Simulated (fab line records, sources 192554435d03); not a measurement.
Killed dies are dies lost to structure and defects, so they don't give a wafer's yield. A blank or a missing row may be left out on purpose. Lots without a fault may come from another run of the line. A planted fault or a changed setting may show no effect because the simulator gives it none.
Chamber matching | flow n5_finfet | N5_MOL_CONTACT_COAG_CMP_23 on cmp-04: 4 sister chambers
The step polishes, stops on SiO2, t overpolish 1.5 s, target thk 0 nm. 22 wafers are shown with their chamber, then 11 later ones without.

WAFERS WITH THEIR CHAMBER
wafer  | chamber | motor_current_A (A) | time_to_endpoint_s (s) | overpolish_run_s (s)
L077.2 | 1       | 8.2                 | 5.9                    | 1.492
L077.4 | 3       | 9.2                 | 6.7                    | 1.510
L077.5 | 1       | 8.1                 | 6.8                    | 1.506
L078.1 | 0       | 10.0                | 8.4                    | 1.509
L078.3 | 3       | 9.0                 | 8.7                    | 1.508
L078.4 | 2       | 7.5                 | 9.4                    | 1.496
L079.1 | 1       | 7.8                 | 9.7                    | 1.505
L079.3 | 0       | 9.2                 | 10.0                   | 1.500
L079.4 | 2       | 8.0                 | 7.4                    | 1.493
L080.2 | 2       | 8.0                 | 8.9                    | 1.501
L080.3 | 3       | 9.3                 | 10.1                   | 1.495
L080.6 | 3       | 9.3                 | 7.8                    | 1.496
L081.3 | 2       | 7.8                 | 9.6                    | 1.498
L081.5 | 1       | 8.5                 | 7.9                    | 1.500
L081.6 | 2       | 7.7                 | 9.0                    | 1.513
L083.4 | 0       | 9.8                 | 10.0                   | 1.500
L083.5 | 0       | 9.4                 | 13.7                   | 1.504
L083.6 | 3       | 9.1                 | 10.2                   | 1.505
L085.2 | 0       | 9.5                 | 8.6                    | 1.517
L085.3 | 2       | 7.5                 | 7.1                    | 1.502
L085.5 | 3       | 9.7                 | 7.6                    | 1.501
L087.1 | 0       | 9.8                 | 12.0                   | 1.487

SIGNATURES (means of the wafers above)
reading            | chamber 0 | chamber 1 | chamber 2 | chamber 3 | scatter within a chamber
motor_current_A    | 9.617     | 8.150     | 7.750     | 9.267     | 0.263
time_to_endpoint_s | 10.450    | 7.575     | 8.567     | 8.517     | 1.57
overpolish_run_s   | 1.50283   | 1.50075   | 1.50050   | 1.50250   | 0.00769
Rule: a wafer's distance from a chamber is the root of the sum, over the readings, of the square of ((its reading less the chamber's mean) divided by the reading's scatter). The wafer belongs to the nearest chamber; if the next one is less than 2 further off, it can't be placed. The scatter: the root of (the sum of the squares of (reading less its chamber's mean) over the shown wafers, divided by (wafers less chambers)).

WAFERS WITHOUT THEIR CHAMBER
wafer  | motor_current_A (A) | time_to_endpoint_s (s) | overpolish_run_s (s)
L087.3 | 7.9                 | 11.6                   | 1.494
L087.6 | 9.5                 | 10.3                   | 1.486
L088.2 | 10.0                | 10.2                   | 1.490
L088.4 | 8.5                 | 7.5                    | 1.498
L088.5 | 7.9                 | 10.0                   | 1.510
L090.1 | 9.0                 | 13.0                   | 1.502
L090.3 | 8.6                 | 9.4                    | 1.530
L090.5 | 9.7                 | 13.4                   | 1.511
L094.1 | 8.1                 | 11.7                   | 1.499
L094.5 | 9.0                 | 11.2                   | 1.497
L094.6 | 8.5                 | 12.2                   | 1.516

WHICH CHAMBER EACH WENT THROUGH
wafer  | from the rows above               | in truth
L087.3 | can't be placed: 2 or 1           | 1
L087.6 | can't be placed: 0 or 3           | 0
L088.2 | can't be placed: 0 or 3           | 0
L088.4 | can't be placed: 1 or 2 or 3      | 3
L088.5 | can't be placed: 2 or 1           | 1
L090.1 | can't be placed: 0 or 3 or 1      | 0
L090.3 | can't be placed: 1 or 3 or 2 or 0 | 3
L090.5 | can't be placed: 0 or 3           | 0
L094.1 | can't be placed: 2 or 1           | 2
L094.5 | can't be placed: 3 or 0 or 1      | 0
L094.6 | can't be placed: 1 or 3 or 2 or 0 | 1
Placed correctly: 0 of 11. Can't be placed from these rows: 11 (the true chamber is among the candidates in 11). Placed wrongly: 0.
